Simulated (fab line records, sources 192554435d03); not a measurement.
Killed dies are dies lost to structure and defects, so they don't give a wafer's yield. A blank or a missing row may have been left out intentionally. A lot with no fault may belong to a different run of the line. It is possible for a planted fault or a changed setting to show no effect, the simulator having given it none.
A lot that was struck, set against a sound lot    flow n5_finfet    39 out of 1938 route steps
Sound: the wafers L894.1, L894.2, L894.6. Struck: wafers L901.1, L901.3, L901.5. The cause is named last.
For every step that has rows: the tool of each side, followed by ch and its chambers, followed by its first start. Under that, the readings that differ: sound wafers    struck wafers    difference of the means    sigmas: that difference in standard deviations of wafers without a fault.
alike: a reading whose means differ by less than 2 such deviations, as well as words and numbers matching on both sides. not compared: withheld readings; readings where some wafer has no value; bounds like >300 that might hide an equal value; numbers whose values overlap and for which the record gives no deviation.
The two part at a step that has a row with sigmas, a row that says differs or no value, or rows on one side only. Numbers that don't overlap but have no deviation are shown without sigmas and don't part them. A reading missing from all wafers of one side parts the sides only when that side holds two or more wafers.

first, 11 steps without rows for these wafers: N5_BEOL_M1_STRIP_65 (strips in N2/H2); N5_BEOL_M1_STRIP_75 (strips in N2/H2); N5_BEOL_M1_STRIP_66 (strips in CF4); N5_BEOL_M1_HM_OPEN_17 (chemistry Cl2/BCl3, target TiN, target depth 20 nm, overetch 6 nm); N5_BEOL_M1_STRIP_19 (strips in O2); N5_BEOL_M1_COAT_67 (time 60 s, resist thk 60 nm); N5_BEOL_M1_COAT_68 (time 60 s, resist thk 12 nm); N5_BEOL_M1_COAT_76 (time 60 s, resist thk 5 nm); N5_BEOL_M1_COAT_22 (resist thk 30 nm); N5_BEOL_M1_EBR_24; N5_BEOL_M1_SOFTBAKE_23 (time 60 s).
N5_BEOL_M1_EXPOSE_25: exposes mask V0, defocus 5 nm, target cd 24 nm.
  sound on euv_scanner-02 ch 0, day 7 16:01; struck on euv_scanner-02 ch 0, day 9 12:25
reading               sound              struck             difference  sigmas
exposure_dose_mJ_cm2  62.90 63.08 62.96  58.17 58.15 58.06  -4.85       -92
  alike: mask, stage_msd_nm
then, 2 steps without rows for these wafers: N5_BEOL_M1_PEB_26 (peb time 60 s); N5_BEOL_M1_DEVELOP_27 (develop time 30 s).
N5_BEOL_M1_CD_MEAS_28: target cd y 23.3 nm.
  sound on cd_sem-01 ch 0, day 7 16:10; struck on cd_sem-03 ch 0, day 9 12:34
reading     sound              struck             difference  sigmas
cd_nm (nm)  23.61 23.69 23.91  22.40 22.50 22.25  -1.35       -6
then, 8 steps without rows for these wafers: N5_BEOL_M1_DESCUM_33 (chemistry O2, time 7 s); N5_BEOL_M1_ETCH_77 (etches underlayer in N2/H2, target depth 6.5 nm, time 5.2 s); N5_BEOL_M1_ETCH_69 (etches SiARC in CF4, target depth 15.6 nm, time 26 s); N5_BEOL_M1_ALD_98 (deposits SiO2, target thk 2.5 nm, pulse time 1 s, co reactant pulse time 1 s); N5_BEOL_M1_ETCHBACK_99 (etches SiO2 in CHF3, target depth 5 nm, time 10.4 s); N5_BEOL_M1_ETCH_70 (etches SOC in N2/H2, target depth 80 nm, overetch 16 nm, time 120 s); N5_BEOL_M1_STRIP_71 (strips in N2/H2); N5_BEOL_M1_STRIP_78 (strips in N2/H2).
N5_BEOL_M1_VIA_ETCH_34: etches the open film in C4F6/O2, target depth 67.8 nm, time 64.4 s.
  sound on rie_diel-01 ch 2,3, day 8 09:55; struck on rie_diel-01 ch 1,2, day 9 14:38
reading                   sound           struck          difference  sigmas
model.BEOL_M1.cd_nm (nm)  18.2 17.8 18.8  16.2 16.6 16.6  -1.8        
  alike: C4F6_flow_sccm, chamber_pressure_mTorr, drypump_motor_current_A, oes_product_au, rf_vpp_V, showerhead_plenum_p_Torr, throttle_valve_pct
  not compared: rf_hours_counter_h
then, 13 steps without rows for these wafers: N5_BEOL_M1_STRIP_83 (strips in C4F6/O2); N5_BEOL_M1_STRIP_36 (strips in N2/H2); N5_BEOL_M1_TRENCH_ETCH_37 (etches SiOC in C4F6/O2, target depth 55.207 nm, time 29 s); N5_BEOL_M1_ETCH_41 (etches SiCN in CH3F/O2, target depth 31.9 nm, time 57.8 s); N5_BEOL_M1_STRIP_97 (strips in N2/H2, time 10 s); N5_BEOL_M1_HM_STRIP_39 (strips TiN in peroxide tin strip, target depth 25 nm, time 158 s); N5_BEOL_M1_SRD_40 (time 30 s); N5_BEOL_M1_PRECLEAN_42 (cleans in residue remover, time 60 s); N5_BEOL_M1_SRD_43 (time 30 s); N5_BEOL_M1_DEGAS_44 (time 60 s); N5_BEOL_M1_PRE_CLEAN_45 (time 30 s); N5_BEOL_M1_ALD_84 (deposits TaN, pulse time 2 s, purge time 3 s, co reactant purge time 2 s); N5_BEOL_M1_SURFACE_TREAT_85.
-- a jump in the record: the struck wafers' starts before and after are 6 days apart (it breaks off in module BEOL_M1 and resumes in module BEOL_M4, where the first step shown is number 1111 of the route) --
N5_BEOL_M4_RC_MEAS_101:
  sound on prober-01 ch 0, day 11 16:53; struck on prober-01 ch 0, day 15 10:29
reading                       sound           struck          difference  sigmas
CHAIN_V0 (ohm/link)           218 240 222     278 270 260     +43         +5
CHAIN_V0_max_site (ohm/link)  226 250 229     292 276 273     +45         +5
SS_N (mV/dec)                 70.9 71.1 71.6  72.4 72.8 73.1  +1.6        +3
  alike: DIBL_N, DIBL_P, IOFF_N, IOFF_P, ION_N, ION_P, SS_P, VT_N, VT_P
-- the record jumps here: 5 days lie between the struck wafers' starts before and after (it left off in module BEOL_M4 and takes up again in module PASSIVATION, whose first step shown is number 1936 of the route) --
N5_PASSIVATION_PROBE_49:
  the record has rows for the struck wafers here (prober-02, day 20 12:20) and none for the sound ones

WHERE THEY PART
First at N5_BEOL_M1_EXPOSE_25; last, within this record, at N5_PASSIVATION_PROBE_49.

WHY: what had been put in by the simulator
Process parameter drift: euv_scanner-02, from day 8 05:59 on, at N5_BEOL_M1_EXPOSE_25. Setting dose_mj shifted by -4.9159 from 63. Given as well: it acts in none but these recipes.
